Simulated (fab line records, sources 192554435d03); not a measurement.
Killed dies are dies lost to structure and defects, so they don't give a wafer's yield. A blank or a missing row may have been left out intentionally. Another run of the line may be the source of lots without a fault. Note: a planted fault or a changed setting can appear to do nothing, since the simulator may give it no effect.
Comparing a struck lot with a sound one ; flow n5 finfet ; 19 steps out of a route of 1938
Sound: wafers L466.2, L466.5, L466.6. The struck wafers were L454.1, L454.4, L454.6. The cause is given at the end.
Per side, at each step with rows, come the tool, then ch with its chambers, and then its first start. Under that, the readings that differ: sound wafers ; struck wafers ; difference of the means ; sigmas: that difference in standard deviations of wafers without a fault.
alike: words and numbers the same on both sides, and readings whose means are apart by under 2 such deviations; not compared: readings that were withheld, readings missing a value for some wafer, numbers with overlapping values and no deviation given by the record, and bounds like >300 which may hide the same value.
A row with sigmas, a row that says differs or no value, or rows on one side alone: a step with any of these is where the two part. When numbers do not overlap yet have no deviation, they are printed without sigmas and do not part them. A reading missing from all wafers of one side parts the sides only when that side holds two or more wafers.

first, 8 steps without rows for these wafers: N5_ILD0_CMP_03 (polishes, stops on SiNx, t overpolish 1.9 s, target thk 197.38 nm); N5_ILD0_CMP_07 (polishes SiO2 flowable, stops on poly-Si, t overpolish 1.18 s, target thk 138.88 nm); N5_ILD0_PRECLEAN_10 (cleans in NF3:NH3, afs cycles 5, time 20 s, sublimation time 60 s); N5_ILD0_ALD_15 (deposits SiNx, target thk 24 nm, pulse time 1 s, ald cycles 480); N5_ILD0_CMP_12 (polishes SiNx, stops on poly-Si, t overpolish 6 s, target thk 17.67 nm); N5_SDB_HM_DEP_00 (deposits SiNx from SiH4/NH3/N2, target thk 40 nm, time 35.3 s); N5_SDB_COAT_03 (time 60 s, resist thk 100 nm); N5_SDB_COAT_04 (time 60 s, resist thk 18 nm).
N5_SDB_COAT_05: resist thk 90 nm.
  sound on litho track-04 ch 0, day 9 12:12; struck on litho track-04 ch 0, day 6 04:25
reading;sound;struck;difference;sigmas
spin speed rpm (rpm);1502.3 1499.8 1501.2;1369.3 1368.9 1369.3;-131.9;-99 or more
model.CAR-ArF_of_SDB_COAT_05.thk nm (nm);90.2 90.2 90.4;95 94.6 94.6;+4;
then, 6 steps without rows for these wafers: N5_SDB_EBR_07; N5_SDB_SOFTBAKE_06 (time 60 s); N5_SDB_EXPOSE_08 (exposes mask SDB); N5_SDB_PEB_09 (peb time 60 s); N5_SDB_DEVELOP_10 (develop time 30 s); N5_SDB_DESCUM_16 (chemistry O2, time 7.9 s).
N5_SDB_ETCH_17: etches SiARC in CF4, target depth 23.4 nm, time 39 s.
  sound on rie diel-06 ch 1,3, day 9 12:41; struck on rie diel-06 ch 0,1,3, day 6 04:46
reading;sound;struck;difference;sigmas
model.CAR-ArF_of_SDB_COAT_05.thk nm (nm);66.8 66.8 67;71.8 71.4 71.2;+4.6;
  alike: chamber pressure mTorr, drypump motor current A, etch rf on time s, oes product au, rf vpp V, showerhead plenum p Torr, throttle valve pct
  not compared: rf hours counter h
then, 1 step without rows for these wafers: N5_SDB_ETCH_18 (etches SOC in N2/H2, target depth 100 nm, overetch 20 nm, time 150 s).
-- the record jumps here: 4 days lie between the struck wafers' starts before and after (it left off in module SDB and takes up again in module BEOL_M4, whose first step shown is number 1111 of the route) --
N5_BEOL_M4_RC_MEAS_101:
  sound on prober-01 ch 0, day 13 10:43; struck on prober-02 ch 0, day 10 14:34
  alike: DIBL_N, DIBL_P, IOFF_N, IOFF_P, ION_N, ION_P, SS_N, SS_P, VT_N, VT_P
-- record jumps: 4 days separate the struck wafers' starts on either side; left off in module BEOL_M4, taken up again in module PASSIVATION, whose first shown step is the route's number 1936 --
N5_PASSIVATION_PROBE_49:
  sound on prober-02, day 17 16:07; struck on prober-01, day 14 20:25
reading;sound;struck;difference;sigmas
killed at contacts;24 30 28;5;-22;-4
sort_bin_6_memory (%);4.3 4.5 4.4;2.6;-1.8;-3
  alike: defect limited yield, killed_at_M0_to_M3, killed_at_M4_up, killed at front end, killed at other, killed dies, killed open, killed short, sort_bin_5_function, sort n pass, sort yield pct

## WHERE THEY PART
Earliest at N5_SDB_COAT_05; latest, in this record, at N5_PASSIVATION_PROBE_49.

WHY: what the simulator had put in
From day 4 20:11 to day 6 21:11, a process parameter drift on litho track-04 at N5_SDB_COAT_05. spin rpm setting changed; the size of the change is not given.
